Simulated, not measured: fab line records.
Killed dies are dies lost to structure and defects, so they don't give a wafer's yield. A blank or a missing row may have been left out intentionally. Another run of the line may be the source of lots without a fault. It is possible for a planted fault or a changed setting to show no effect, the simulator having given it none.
fab line records :: flow nandHarc
record:
  lots: 6
  wafers: 18
  lastDay: 32
route steps=1302 shown P_BONDPAD@356
lots that met no fault: from a run of the same line without faults
startH: hours from the record's first day to the start of the lot's first wafer shown :: waitH: time in hours since the lot's previous step :: " repeats the value in the row above :: L1.1+2: several wafers, shown together as one row :: - value missing, or start not given :: * or withheld: withheld :: < > ~ a bound
route shown NAME@n: a module of which the file shows steps, and the number in the route of the first :: usual: the fault-free wafers' mean and standard deviation :: same: alike in all rows :: chamber/n: place in a boat :: sites: per-site readings :: _std_site: how widely they spread, as a standard deviation :: _edge_site: the outer-site mean with the inner-site mean subtracted :: radiusMm: for every site, how far away it sits from the centre of the wafer :: mask NAME#n: copy n :: behind: the tool/chamber that last shaped the wafer :: hold: why the lot was held/for how many hours/how that ended :: device: transistor that didn't switch, given as n, p or np :: end of line: tests of these same wafers at the route's end :: where a step has no rows: the recipe by itself :: killed: at the first sort, the dies lost to defects and structure; wafer yield is something else :: map: a wafer's dies, marking killed ones x, the rest . and places with no die _
set.NAME: the setting as run; set.NAME@STEP: as run at that earlier step :: model.NAME: the simulator's own value behind a step, which no gauge read
lots seen at some steps along the route; tables by step, rows by wafer
services: when a tool's chamber went out of use (startH, in hours from the record's first day, below 0 if earlier), for how many hours, and the reason
== steps ==
step: NHARC_P_BONDPAD_HMDS_02
recipe:
  timeS: 30
step: NHARC_P_BONDPAD_COAT_36
recipe:
  tempC: 200
  timeS: 65
step: NHARC_P_BONDPAD_COAT_03
recipe:
  spinRpm: 2000
  resistThkNm: 600
step: NHARC_P_BONDPAD_SOFTBAKE_04
recipe:
  tempC: 125
  timeS: 70
step: NHARC_P_BONDPAD_EBR_05
step: NHARC_P_BONDPAD_EXPOSE_06
recipe:
  na: 0.55
  doseMj: 37.06
  maskId: P_BPAD
step: NHARC_P_BONDPAD_PEB_07
recipe:
  pebTempC: 128
  pebTimeS: 80
step: NHARC_P_BONDPAD_DEVELOP_08
recipe:
  timeS: 50
  devTempC: 22
step: NHARC_P_BONDPAD_CD_MEAS_09
recipe:
  targetCdNm: 500
  landingEnergyEv: 500
usual:
  cdNm: 498.7/1.8
lot.wafer: L569.3
tool: cdSem-03
chamber: 0
startH: 182.47
waitH: -
cdNm: 498.7

lot.wafer: L569.5
tool: cdSem-03
chamber: 0
startH: 182.47
waitH: -
cdNm: 498.1

lot.wafer: L569.6
tool: cdSem-03
chamber: 0
startH: 182.47
waitH: -
cdNm: 500.1

lot.wafer: L580.2
tool: cdSem-02
chamber: 0
startH: 300.27
waitH: -
cdNm: 497.7

lot.wafer: L580.3
tool: cdSem-02
chamber: 0
startH: 300.27
waitH: -
cdNm: 497.1

lot.wafer: L580.6
tool: cdSem-02
chamber: 0
startH: 300.27
waitH: -
cdNm: 498.2

lot.wafer: L582.2
tool: cdSem-01
chamber: 0
startH: 309.38
waitH: -
cdNm: 495.7

lot.wafer: L582.4
tool: cdSem-01
chamber: 0
startH: 309.38
waitH: -
cdNm: 495.4

lot.wafer: L582.6
tool: cdSem-01
chamber: 0
startH: 309.38
waitH: -
cdNm: 497.4

lot.wafer: L583.1
tool: cdSem-03
chamber: 0
startH: 322.92
waitH: -
cdNm: 500.8

lot.wafer: L583.2
tool: cdSem-03
chamber: 0
startH: 322.92
waitH: -
cdNm: 501.3

lot.wafer: L583.6
tool: cdSem-03
chamber: 0
startH: 322.92
waitH: -
cdNm: 499.2

lot.wafer: L585.1
tool: cdSem-03
chamber: 0
startH: 339.20
waitH: -
cdNm: 497.7

lot.wafer: L585.2
tool: cdSem-03
chamber: 0
startH: 339.20
waitH: -
cdNm: 498.5

lot.wafer: L585.3
tool: cdSem-03
chamber: 0
startH: 339.20
waitH: -
cdNm: 497.3

lot.wafer: L584.1
tool: cdSem-03
chamber: 0
startH: 339.69
waitH: -
cdNm: 498.4

lot.wafer: L584.5
tool: cdSem-03
chamber: 0
startH: 339.69
waitH: -
cdNm: 496.9

lot.wafer: L584.6
tool: cdSem-03
chamber: 0
startH: 339.69
waitH: -
cdNm: 495.4
step: NHARC_P_BONDPAD_OVL_MEAS_38
usual:
  overlayXNm: 2/5.2
  overlayYNm: 1/6.6
lot.wafer: L569.3
tool: overlay-02
chamber: -
startH: 182.56
waitH: -
overlayXNm: 2
overlayYNm: -3

lot.wafer: L569.5
tool: overlay-02
chamber: -
startH: 182.56
waitH: -
overlayXNm: 2
overlayYNm: -3

lot.wafer: L569.6
tool: overlay-02
chamber: -
startH: 182.56
waitH: -
overlayXNm: 2
overlayYNm: -3

lot.wafer: L580.2
tool: overlay-02
chamber: -
startH: 300.36
waitH: -
overlayXNm: 10
overlayYNm: 5

lot.wafer: L580.3
tool: overlay-02
chamber: -
startH: 300.36
waitH: -
overlayXNm: 10
overlayYNm: 4

lot.wafer: L580.6
tool: overlay-02
chamber: -
startH: 300.36
waitH: -
overlayXNm: 10
overlayYNm: 5

lot.wafer: L582.2
tool: overlay-01
chamber: -
startH: 309.49
waitH: -
overlayXNm: 3
overlayYNm: 2

lot.wafer: L582.4
tool: overlay-01
chamber: -
startH: 309.49
waitH: -
overlayXNm: 2
overlayYNm: 2

lot.wafer: L582.6
tool: overlay-01
chamber: -
startH: 309.49
waitH: -
overlayXNm: 3
overlayYNm: 2

lot.wafer: L583.1
tool: overlay-02
chamber: -
startH: 323.01
waitH: -
overlayXNm: 2
overlayYNm: 9

lot.wafer: L583.2
tool: overlay-02
chamber: -
startH: 323.01
waitH: -
overlayXNm: 2
overlayYNm: 9

lot.wafer: L583.6
tool: overlay-02
chamber: -
startH: 323.01
waitH: -
overlayXNm: 2
overlayYNm: 9

lot.wafer: L585.1
tool: overlay-02
chamber: -
startH: 339.28
waitH: -
overlayXNm: -8
overlayYNm: -7

lot.wafer: L585.2
tool: overlay-02
chamber: -
startH: 339.28
waitH: -
overlayXNm: -8
overlayYNm: -7

lot.wafer: L585.3
tool: overlay-02
chamber: -
startH: 339.28
waitH: -
overlayXNm: -7
overlayYNm: -7

lot.wafer: L584.1
tool: overlay-02
chamber: -
startH: 339.78
waitH: -
overlayXNm: 0
overlayYNm: 12

lot.wafer: L584.5
tool: overlay-02
chamber: -
startH: 339.78
waitH: -
overlayXNm: 0
overlayYNm: 12

lot.wafer: L584.6
tool: overlay-02
chamber: -
startH: 339.78
waitH: -
overlayXNm: 0
overlayYNm: 11
step: NHARC_P_BONDPAD_HARDBAKE_10
recipe:
  tempC: 118
  timeS: 65
step: NHARC_P_BONDPAD_DESCUM_11
recipe:
  timeS: 3
  o2FlowSccm: 200
  arFlowSccm: 0
  biasPowerW: 0
  chemistry: O2
usual:
  drypumpMotorCurrentA: 5.7/0.46
  oesProductAu: 0.999/0.0097
  rfVppV: 58.0/0.9
  showerheadPlenumPTorr: 1.94/0.077
  throttleValvePct: 11.311/0.0085
lot.wafer: L569.3
tool: rieDiel-11
chamber: 3
startH: 182.70
waitH: -
drypumpMotorCurrentA: 5.8
oesProductAu: 0.998
rfHoursCounterH: 2.4
rfVppV: 58.0
showerheadPlenumPTorr: 1.86
throttleValvePct: 11.313

lot.wafer: L569.6
tool: rieDiel-11
chamber: 0
startH: 182.70
waitH: -
drypumpMotorCurrentA: 5.5
oesProductAu: 0.995
rfHoursCounterH: -
rfVppV: 58.6
showerheadPlenumPTorr: 1.90
throttleValvePct: 11.297

lot.wafer: L569.5
tool: rieDiel-11
chamber: 1
startH: 182.70
waitH: -
drypumpMotorCurrentA: 6.3
oesProductAu: 0.991
rfHoursCounterH: -
rfVppV: 57.3
showerheadPlenumPTorr: 1.99
throttleValvePct: 11.306

lot.wafer: L580.3
tool: rieDiel-11
chamber: 1
startH: 300.50
waitH: -
drypumpMotorCurrentA: 6.3
oesProductAu: 0.992
rfHoursCounterH: 1.8
rfVppV: 57.9
showerheadPlenumPTorr: 1.99
throttleValvePct: 11.311

lot.wafer: L580.2
tool: rieDiel-11
chamber: 2
startH: 300.50
waitH: -
drypumpMotorCurrentA: 5.1
oesProductAu: 1.006
rfHoursCounterH: 1.6
rfVppV: 58.6
showerheadPlenumPTorr: 2.05
throttleValvePct: 11.303

lot.wafer: L580.6
tool: rieDiel-11
chamber: 0
startH: 300.50
waitH: -
drypumpMotorCurrentA: 5.5
oesProductAu: 0.984
rfHoursCounterH: -
rfVppV: 55.9
showerheadPlenumPTorr: 1.90
throttleValvePct: 11.304

lot.wafer: L582.4
tool: rieDiel-11
chamber: 2
startH: 309.62
waitH: -
drypumpMotorCurrentA: 5.1
oesProductAu: 1.012
rfHoursCounterH: 1.7
rfVppV: 58.2
showerheadPlenumPTorr: 2.05
throttleValvePct: 11.319

lot.wafer: L582.2
tool: rieDiel-11
chamber: 3
startH: 309.62
waitH: -
drypumpMotorCurrentA: 5.8
oesProductAu: 1.009
rfHoursCounterH: 1.4
rfVppV: 57.9
showerheadPlenumPTorr: 1.86
throttleValvePct: 11.317

lot.wafer: L582.6
tool: rieDiel-11
chamber: 2
startH: 309.62
waitH: -
drypumpMotorCurrentA: 5.1
oesProductAu: 1.009
rfHoursCounterH: -
rfVppV: 58.1
showerheadPlenumPTorr: 2.05
throttleValvePct: 11.307

lot.wafer: L583.2
tool: rieDiel-11
chamber: 1
startH: 323.13
waitH: -
drypumpMotorCurrentA: 6.3
oesProductAu: 0.997
rfHoursCounterH: 2.4
rfVppV: 58.3
showerheadPlenumPTorr: 1.99
throttleValvePct: 11.328

lot.wafer: L583.1
tool: rieDiel-11
chamber: 3
startH: 323.13
waitH: -
drypumpMotorCurrentA: 5.8
oesProductAu: 1.008
rfHoursCounterH: 2.0
rfVppV: 57.7
showerheadPlenumPTorr: 1.86
throttleValvePct: 11.310

lot.wafer: L583.6
tool: rieDiel-11
chamber: 2
startH: 323.13
waitH: -
drypumpMotorCurrentA: 5.1
oesProductAu: 1.015
rfHoursCounterH: -
rfVppV: 57.3
showerheadPlenumPTorr: 2.05
throttleValvePct: 11.300

lot.wafer: L585.3
tool: rieDiel-03
chamber: 2
startH: 339.42
waitH: -
drypumpMotorCurrentA: 4.9
oesProductAu: 0.994
rfHoursCounterH: 4.7
rfVppV: 57.1
showerheadPlenumPTorr: 1.96
throttleValvePct: 11.306

lot.wafer: L585.2
tool: rieDiel-03
chamber: 3
startH: 339.42
waitH: -
drypumpMotorCurrentA: 6.1
oesProductAu: 1.010
rfHoursCounterH: 3.1
rfVppV: 56.9
showerheadPlenumPTorr: 1.80
throttleValvePct: 11.325

lot.wafer: L585.1
tool: rieDiel-03
chamber: 0
startH: 339.42
waitH: -
drypumpMotorCurrentA: 5.4
oesProductAu: 0.993
rfHoursCounterH: 2.6
rfVppV: 59.3
showerheadPlenumPTorr: 1.98
throttleValvePct: 11.299

lot.wafer: L584.1
tool: rieDiel-03
chamber: 1
startH: 339.90
waitH: -
drypumpMotorCurrentA: 6.1
oesProductAu: 1.017
rfHoursCounterH: 4.2
rfVppV: 57.8
showerheadPlenumPTorr: 1.97
throttleValvePct: 11.332

lot.wafer: L584.6
tool: rieDiel-03
chamber: 1
startH: 339.90
waitH: -
drypumpMotorCurrentA: 6.1
oesProductAu: 1.006
rfHoursCounterH: -
rfVppV: 56.9
showerheadPlenumPTorr: 1.97
throttleValvePct: 11.285

lot.wafer: L584.5
tool: rieDiel-03
chamber: 2
startH: 339.90
waitH: -
drypumpMotorCurrentA: 4.9
oesProductAu: 0.984
rfHoursCounterH: -
rfVppV: 57.5
showerheadPlenumPTorr: 1.96
throttleValvePct: 11.311
step: NHARC_P_BONDPAD_ETCH_37
recipe:
  targetDepthA: 600
  overetchA: 180
  timeS: 65.91
  ionEnergyEv: 200
  n2FlowSccm: 150
  h2FlowSccm: 150
  arFlowSccm: 0
  rfW: 400
  biasW: 150
  chemistry: N2/H2
usual:
  drypumpMotorCurrentA: 5.7/0.46
  oesProductAu: 0.997/0.0096
  rfVppV: 431.4/2.3
  runLengthS: 87.2/0.53
  showerheadPlenumPTorr: 2.07/0.08
  throttleValvePct: 14.171/0.0096
lot.wafer: L569.3
tool: rieDiel-11
chamber: 0
startH: 182.77
waitH: 0.1
drypumpMotorCurrentA: 5.5
oesProductAu: 1.005
rfHoursCounterH: 2.5
rfVppV: 430.0
runLengthS: 86.7
showerheadPlenumPTorr: 2.02
throttleValvePct: 14.183

lot.wafer: L569.6
tool: rieDiel-11
chamber: 3
startH: 182.77
waitH: 0.1
drypumpMotorCurrentA: 5.8
oesProductAu: 1.003
rfHoursCounterH: -
rfVppV: 429.1
runLengthS: 87.0
showerheadPlenumPTorr: 1.99
throttleValvePct: 14.158

lot.wafer: L569.5
tool: rieDiel-11
chamber: 0
startH: 182.77
waitH: 0.1
drypumpMotorCurrentA: 5.5
oesProductAu: 1.000
rfHoursCounterH: -
rfVppV: 432.2
runLengthS: 86.3
showerheadPlenumPTorr: 2.02
throttleValvePct: 14.181

lot.wafer: L580.2
tool: rieDiel-11
chamber: 2
startH: 300.58
waitH: 0.1
drypumpMotorCurrentA: 5.1
oesProductAu: 1.005
rfHoursCounterH: 1.6
rfVppV: 435.4
runLengthS: 87.7
showerheadPlenumPTorr: 2.19
throttleValvePct: 14.169

lot.wafer: L580.3
tool: rieDiel-11
chamber: 3
startH: 300.58
waitH: 0.1
drypumpMotorCurrentA: 5.8
oesProductAu: 1.005
rfHoursCounterH: 1.2
rfVppV: 430.2
runLengthS: 87.0
showerheadPlenumPTorr: 1.99
throttleValvePct: 14.164

lot.wafer: L580.6
tool: rieDiel-11
chamber: 1
startH: 300.58
waitH: 0.1
drypumpMotorCurrentA: 6.3
oesProductAu: 1.001
rfHoursCounterH: -
rfVppV: 433.3
runLengthS: 87.9
showerheadPlenumPTorr: 2.12
throttleValvePct: 14.171

lot.wafer: L582.2
tool: rieDiel-11
chamber: 0
startH: 309.69
waitH: 0.1
drypumpMotorCurrentA: 5.5
oesProductAu: 0.990
rfHoursCounterH: 1.5
rfVppV: 428.9
runLengthS: 86.3
showerheadPlenumPTorr: 2.02
throttleValvePct: 14.167

lot.wafer: L582.4
tool: rieDiel-11
chamber: 2
startH: 309.69
waitH: 0.1
drypumpMotorCurrentA: 5.1
oesProductAu: 1.006
rfHoursCounterH: 1.8
rfVppV: 434.9
runLengthS: 87.8
showerheadPlenumPTorr: 2.19
throttleValvePct: 14.162

lot.wafer: L582.6
tool: rieDiel-11
chamber: 0
startH: 309.69
waitH: 0.1
drypumpMotorCurrentA: 5.5
oesProductAu: 0.989
rfHoursCounterH: -
rfVppV: 430.6
runLengthS: 66.0
showerheadPlenumPTorr: 2.02
throttleValvePct: 14.176

lot.wafer: L583.1
tool: rieDiel-11
chamber: 3
startH: 323.22
waitH: 0.1
drypumpMotorCurrentA: 5.8
oesProductAu: 1.007
rfHoursCounterH: 2.0
rfVppV: 429.5
runLengthS: 87.6
showerheadPlenumPTorr: 1.98
throttleValvePct: 14.170

lot.wafer: L583.2
tool: rieDiel-11
chamber: 2
startH: 323.22
waitH: 0.1
drypumpMotorCurrentA: 5.1
oesProductAu: 1.002
rfHoursCounterH: 2.3
rfVppV: 433.5
runLengthS: 87.9
showerheadPlenumPTorr: 2.19
throttleValvePct: 14.163

lot.wafer: L583.6
tool: rieDiel-11
chamber: 3
startH: 323.22
waitH: 0.1
drypumpMotorCurrentA: 5.8
oesProductAu: 1.002
rfHoursCounterH: -
rfVppV: 429.3
runLengthS: 66.8
showerheadPlenumPTorr: 1.99
throttleValvePct: 14.155

lot.wafer: L585.3
tool: rieDiel-03
chamber: 0
startH: 339.49
waitH: 0.1
drypumpMotorCurrentA: 5.4
oesProductAu: 0.991
rfHoursCounterH: 2.6
rfVppV: 432.5
runLengthS: 87.4
showerheadPlenumPTorr: 2.11
throttleValvePct: 14.171

lot.wafer: L585.2
tool: rieDiel-03
chamber: 1
startH: 339.49
waitH: 0.1
drypumpMotorCurrentA: 6.1
oesProductAu: 1.000
rfHoursCounterH: 4.1
rfVppV: 432.1
runLengthS: 87.6
showerheadPlenumPTorr: 2.10
throttleValvePct: 14.175

lot.wafer: L585.1
tool: rieDiel-03
chamber: 2
startH: 339.49
waitH: 0.1
drypumpMotorCurrentA: 4.9
oesProductAu: 0.983
rfHoursCounterH: 4.7
rfVppV: 432.5
runLengthS: 86.5
showerheadPlenumPTorr: 2.09
throttleValvePct: 14.196

lot.wafer: L584.1
tool: rieDiel-03
chamber: 2
startH: 340.00
waitH: 0.1
drypumpMotorCurrentA: 4.9
oesProductAu: 0.984
rfHoursCounterH: 4.8
rfVppV: 432.8
runLengthS: 86.7
showerheadPlenumPTorr: 2.09
throttleValvePct: 14.152

lot.wafer: L584.6
tool: rieDiel-03
chamber: 0
startH: 340.00
waitH: 0.1
drypumpMotorCurrentA: 5.4
oesProductAu: 0.988
rfHoursCounterH: -
rfVppV: 431.8
runLengthS: 87.1
showerheadPlenumPTorr: 2.11
throttleValvePct: 14.183

lot.wafer: L584.5
tool: rieDiel-03
chamber: 1
startH: 340.00
waitH: 0.1
drypumpMotorCurrentA: 6.1
oesProductAu: 1.003
rfHoursCounterH: -
rfVppV: 432.5
runLengthS: 88.0
showerheadPlenumPTorr: 2.10
throttleValvePct: 14.157
step: NHARC_P_BONDPAD_ETCH_12
recipe:
  targetDepthA: 2000
  timeS: 100
  chf3FlowSccm: 50
  o2FlowSccm: 10
  arFlowSccm: 200
  rfW: 500
  biasW: 200
  chemistry: CHF3/O2
usual:
  chf3FlowSccm: 49.99/0.15
  drypumpMotorCurrentA: 5.7/0.46
  oesProductAu: 0.942/0.023
  rfVppV: 371.3/2.1
  runLengthS: 121.3/0.54
  showerheadPlenumPTorr: 2.44/0.09
  throttleValvePct: 20.572/0.0086
lot.wafer: L569.3
tool: rieDiel-11
chamber: 3
startH: -
waitH: -
chf3FlowSccm: 49.98
drypumpMotorCurrentA: 5.8
oesProductAu: 0.968
rfHoursCounterH: 2.4
rfVppV: 370.4
runLengthS: 121.3
showerheadPlenumPTorr: 2.34
throttleValvePct: 20.555

lot.wafer: L569.5
tool: rieDiel-11
chamber: 0
startH: -
waitH: -
chf3FlowSccm: 50.16
drypumpMotorCurrentA: 5.5
oesProductAu: 0.952
rfHoursCounterH: -
rfVppV: 370.8
runLengthS: 120.5
showerheadPlenumPTorr: 2.38
throttleValvePct: 20.575

lot.wafer: L569.6
tool: rieDiel-11
chamber: 1
startH: -
waitH: -
chf3FlowSccm: 50.07
drypumpMotorCurrentA: 6.3
oesProductAu: 0.963
rfHoursCounterH: -
rfVppV: 374.3
runLengthS: 121.6
showerheadPlenumPTorr: 2.49
throttleValvePct: 20.584

lot.wafer: L580.2
tool: rieDiel-11
chamber: 1
startH: -
waitH: -
chf3FlowSccm: 50.20
drypumpMotorCurrentA: 6.3
oesProductAu: 0.972
rfHoursCounterH: 1.8
rfVppV: 372.3
runLengthS: 121.5
showerheadPlenumPTorr: 2.49
throttleValvePct: 20.566

lot.wafer: L580.3
tool: rieDiel-11
chamber: 0
startH: -
waitH: -
chf3FlowSccm: 50.02
drypumpMotorCurrentA: 5.5
oesProductAu: 0.948
rfHoursCounterH: 1.5
rfVppV: 369.4
runLengthS: 120.4
showerheadPlenumPTorr: 2.38
throttleValvePct: 20.576

lot.wafer: L580.6
tool: rieDiel-11
chamber: 1
startH: -
waitH: -
chf3FlowSccm: 50.02
drypumpMotorCurrentA: 6.3
oesProductAu: 0.969
rfHoursCounterH: -
rfVppV: 372.7
runLengthS: 121.3
showerheadPlenumPTorr: 2.49
throttleValvePct: 20.569

lot.wafer: L582.4
tool: rieDiel-11
chamber: 3
startH: -
waitH: -
chf3FlowSccm: 49.87
drypumpMotorCurrentA: 5.8
oesProductAu: 0.979
rfHoursCounterH: 1.4
rfVppV: 368.4
runLengthS: 121.2
showerheadPlenumPTorr: 2.34
throttleValvePct: 20.564

lot.wafer: L582.2
tool: rieDiel-11
chamber: 2
startH: -
waitH: -
chf3FlowSccm: 49.97
drypumpMotorCurrentA: 5.1
oesProductAu: 0.965
rfHoursCounterH: 1.8
rfVppV: 373.2
runLengthS: 121.8
showerheadPlenumPTorr: 2.56
throttleValvePct: 20.568

lot.wafer: L582.6
tool: rieDiel-11
chamber: 0
startH: -
waitH: -
chf3FlowSccm: 49.92
drypumpMotorCurrentA: 5.6
oesProductAu: 0.970
rfHoursCounterH: -
rfVppV: 370.3
runLengthS: 120.4
showerheadPlenumPTorr: 2.38
throttleValvePct: 20.590

lot.wafer: L583.2
tool: rieDiel-11
chamber: 0
startH: -
waitH: -
chf3FlowSccm: 50.19
drypumpMotorCurrentA: 5.5
oesProductAu: 0.927
rfHoursCounterH: 2.1
rfVppV: 371.8
runLengthS: 120.2
showerheadPlenumPTorr: 2.38
throttleValvePct: 20.587

lot.wafer: L583.1
tool: rieDiel-11
chamber: 1
startH: -
waitH: -
chf3FlowSccm: 49.87
drypumpMotorCurrentA: 6.3
oesProductAu: 0.922
rfHoursCounterH: 2.4
rfVppV: 372.7
runLengthS: 121.2
showerheadPlenumPTorr: 2.49
throttleValvePct: 20.563

lot.wafer: L583.6
tool: rieDiel-11
chamber: 1
startH: -
waitH: -
chf3FlowSccm: 50.01
drypumpMotorCurrentA: 6.3
oesProductAu: 0.928
rfHoursCounterH: -
rfVppV: 373.9
runLengthS: 121.7
showerheadPlenumPTorr: 2.49
throttleValvePct: 20.577

lot.wafer: L585.1
tool: rieDiel-03
chamber: 1
startH: -
waitH: -
chf3FlowSccm: 49.88
drypumpMotorCurrentA: 6.1
oesProductAu: 0.923
rfHoursCounterH: 4.2
rfVppV: 372.1
runLengthS: 122.3
showerheadPlenumPTorr: 2.47
throttleValvePct: 20.558

lot.wafer: L585.2
tool: rieDiel-03
chamber: 2
startH: -
waitH: -
chf3FlowSccm: 50.11
drypumpMotorCurrentA: 5.0
oesProductAu: 0.902
rfHoursCounterH: 4.7
rfVppV: 371.7
runLengthS: 120.6
showerheadPlenumPTorr: 2.46
throttleValvePct: 20.571

lot.wafer: L585.3
tool: rieDiel-03
chamber: 3
startH: -
waitH: -
chf3FlowSccm: 50.05
drypumpMotorCurrentA: 6.1
oesProductAu: 0.927
rfHoursCounterH: 3.1
rfVppV: 368.6
runLengthS: 121.2
showerheadPlenumPTorr: 2.27
throttleValvePct: 20.565

lot.wafer: L584.1
tool: rieDiel-03
chamber: 3
startH: -
waitH: -
chf3FlowSccm: 49.93
drypumpMotorCurrentA: 6.1
oesProductAu: 0.929
rfHoursCounterH: 3.1
rfVppV: 367.3
runLengthS: 121.7
showerheadPlenumPTorr: 2.27
throttleValvePct: 20.579

lot.wafer: L584.5
tool: rieDiel-03
chamber: 0
startH: -
waitH: -
chf3FlowSccm: 49.89
drypumpMotorCurrentA: 5.4
oesProductAu: 0.928
rfHoursCounterH: -
rfVppV: 371.1
runLengthS: 121.6
showerheadPlenumPTorr: 2.48
throttleValvePct: 20.578

lot.wafer: L584.6
tool: rieDiel-03
chamber: 1
startH: -
waitH: -
chf3FlowSccm: 49.80
drypumpMotorCurrentA: 6.1
oesProductAu: 0.931
rfHoursCounterH: -
rfVppV: 372.2
runLengthS: 122.3
showerheadPlenumPTorr: 2.47
throttleValvePct: 20.555
== services ==
tool: rieDiel-11
chamber: 0
startH: 161.00
hours: -
kind: clean

tool: rieDiel-11
chamber: 1
startH: 161.00
hours: -
kind: clean

tool: rieDiel-11
chamber: 2
startH: 161.00
hours: -
kind: clean

tool: rieDiel-11
chamber: 3
startH: 161.00
hours: -
kind: clean

tool: rieDiel-11
chamber: 3
startH: 185.55
hours: 4.1
kind: repair

tool: rieDiel-11
chamber: 0
startH: 185.57
hours: -
kind: clean

tool: rieDiel-11
chamber: 1
startH: 185.57
hours: -
kind: clean

tool: rieDiel-11
chamber: 2
startH: 185.57
hours: -
kind: clean

tool: rieDiel-11
chamber: 0
startH: 210.07
hours: -
kind: clean

tool: rieDiel-11
chamber: 1
startH: 210.07
hours: -
kind: clean

tool: rieDiel-11
chamber: 2
startH: 210.07
hours: -
kind: clean

tool: rieDiel-11
chamber: 3
startH: 210.07
hours: -
kind: clean

tool: rieDiel-11
chamber: 0
startH: 234.57
hours: -
kind: clean

tool: rieDiel-11
chamber: 1
startH: 234.57
hours: -
kind: clean

tool: rieDiel-11
chamber: 2
startH: 234.57
hours: -
kind: clean

tool: rieDiel-11
chamber: 3
startH: 234.57
hours: -
kind: clean

tool: rieDiel-11
chamber: -
startH: 255.50
hours: 9.0
kind: pm

tool: rieDiel-11
chamber: 0
startH: 255.50
hours: 9.0
kind: ventCycle

tool: rieDiel-11
chamber: 1
startH: 255.50
hours: 9.0
kind: ventCycle

tool: rieDiel-11
chamber: 2
startH: 255.50
hours: 9.0
kind: ventCycle

tool: rieDiel-11
chamber: 3
startH: 255.50
hours: 9.0
kind: ventCycle

tool: rieDiel-11
chamber: 0
startH: 264.50
hours: -
kind: clean

tool: rieDiel-03
chamber: -
startH: 281.30
hours: 9.0
kind: pm

tool: rieDiel-03
chamber: 3
startH: 291.79
hours: 10.1
kind: repair
== key ==
firstSign:
  step: NHARC_P_BONDPAD_ETCH_37
  reading: runLengthS
  direction: down
  sigmas: 39
  usual: *
  struck: *
effect none on later readings
metAt NHARC_P_BONDPAD_ETCH_37
struckWafers L582.6,L583.6
sortLeftOut L582.6,L583.6
onsetBetween 300.58 309.69
fault:
  kind: processParameterDrift
  tool: rieDiel-11
  chamber: -
  onsetH: 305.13
  steps: NHARC_P_BONDPAD_ETCH_37
  channel: timeS
  offset: *
  shape: step
  endH: 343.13
  scope: struckWafersOnly
  actsIn: *
  stated: *
sortLeftOut: the simulated sort isn't trusted on such a fault, so these wafers' sort isn't shown, and their yield isn't known
